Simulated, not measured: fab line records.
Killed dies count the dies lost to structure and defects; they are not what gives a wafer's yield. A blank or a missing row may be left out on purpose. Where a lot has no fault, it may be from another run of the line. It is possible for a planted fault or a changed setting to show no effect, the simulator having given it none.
Split-lot study -- flow n5Finfet -- route with 1938 steps; 7 lots, 21 wafers read

== THE SPLIT ITSELF ==
At N5_BEOL_M0_SAQP_SPACER1_ALD_98 (deposits SiO2, target thk 12.8 nm, pulse time 1 s, purge time 2 s), the setting aldCycles was moved away from the recipe's 138 on 6 of the 21 wafers read, by -11.6% to +7.2%. The other wafers ran this setting at the recipe's value.

== FROM THE SPLIT TO THE READING: what the file shows between them, 2 steps ==
- N5_BEOL_M0_SAQP_SPACER1_ETCHBACK_99: etches SiO2 in CHF3/O2, target depth 15.4 nm, time 7.7 s
- N5_BEOL_M0_SAQP_MANDREL1_REMOVE_100: chemistry HBr/Cl2/O2, target a-Si, stops on SiNx, bt time 10 s

== THE READING ==
At N5_BEOL_M0_SAQP_CD_MEAS_25: cdNm in nanometres, against a target cd of 13.1 nm. On this fab line, fault-free wafers typically give 12.79 nm with a standard deviation of 0.21 nm.

wafer,"tool, chamber at the split",aldCycles as run,against the recipe,"cdNm, nm",against lot-mates on the recipe
L078.1,"aldSin-02, 2",138,recipe,13.03,-
L078.4,"aldSin-02, 1",138,recipe,12.47,-
L078.5,"aldSin-02, 2",138,recipe,12.51,-
L079.1,"aldSin-02, 3,2",138,recipe,12.55,-
L079.2,"aldSin-02, 1",148,+7.2%,13.88,+1.26
L079.6,"aldSin-02, 3,2",138,recipe,12.69,-
L080.1,"aldSin-03, 3,1,2",138,recipe,12.69,-
L080.2,"aldSin-03, 3,1,2",138,recipe,12.74,-
L080.3,"aldSin-03, 3,1,2",138,recipe,12.99,-
L082.2,"aldSin-03, 2,3,3",138,recipe,12.81,-
L082.4,"aldSin-03, 2,3,3",138,recipe,12.92,-
L082.6,"aldSin-03, 2,3,3",138,recipe,12.56,-
L083.1,"aldSin-03, 3,0,3",138,recipe,12.53,-
L083.5,"aldSin-03, 3,0,3",138,recipe,12.77,-
L083.6,"aldSin-03, 3,0,3",138,recipe,12.92,-
L085.4,"aldSin-01, 3,3,0",124,-10.1%,11.74,no lot-mate on the recipe
L085.5,"aldSin-01, 3,3,0",124,-10.1%,11.67,no lot-mate on the recipe
L085.6,"aldSin-01, 3,3,0",124,-10.1%,11.05,no lot-mate on the recipe
L097.2,"aldSin-02, 1",138,recipe,12.95,-
L097.3,"aldSin-02, 3",122,-11.6%,10.99,-1.96
L097.5,"aldSin-02, 2",122,-11.6%,11.46,-1.49
When a row names more than one chamber, that row covers several wafers, and the file does not tell which wafer ran in which chamber.

THE FIT
A straight line over all 21 wafers: cdNm changes by +0.131 nm for each +1% of aldCycles; r = +0.95; the points scatter about the line by 0.22 nm.
The same after taking each lot's own level away (the mean of its wafers on the recipe; 18 wafers): +0.154 nm for each +1%; r = +0.96; scatter 0.18 nm.
The reading moves by 1.8 nm for the largest change in aldCycles, on that fit.
The span of the lots' own levels, 12.620 to 12.950 nm, comes to 1.6 times the standard deviation stated above.
So the lot-to-lot level changes the slope: the two fits differ.
Check: with one of the wafers moved furthest among these (-11.6%) left out of the fit, the line predicts -1.62 nm for it against its lot-mates. It came out at -1.96 nm against them.

== THE WHOLE CHAIN: every reading that the file lists as answering this split, in the file's order ==
step,what it does,reading,change (the file's fit),r (the file's)
N5_BEOL_M0_SAQP_SPACER1_ALD_98,"deposits SiO2, target thk 12.8 nm, pulse time 1 s, purge time 2 s","SiO2_of_BEOL_M0_SAQP_SPACER1_ALD_98.thkNm (the simulator's own value, which no gauge read)",+0.132 nm for each +1% of the setting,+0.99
N5_BEOL_M0_SAQP_MANDREL1_REMOVE_100,"chemistry HBr/Cl2/O2, target a-Si, stops on SiNx, bt time 10 s","SiO2_of_BEOL_M0_SAQP_SPACER1_ALD_98.thkNm (the simulator's own value, which no gauge read)",+0.138 nm for each +1% of the setting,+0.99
N5_BEOL_M0_SAQP_MANDREL1_REMOVE_100,"chemistry HBr/Cl2/O2, target a-Si, stops on SiNx, bt time 10 s","BEOL_M0_SAQP.cdNm (the simulator's own value, which no gauge read)",+0.146 nm for each +1% of the setting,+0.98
N5_BEOL_M0_SAQP_CD_MEAS_25,target cd 13.1 nm,cdNm,+0.156 nm for each +1% of the setting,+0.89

== FILE'S OWN FIT ==
cdNm changes by +0.156 nm for each +1% of aldCycles, r = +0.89.
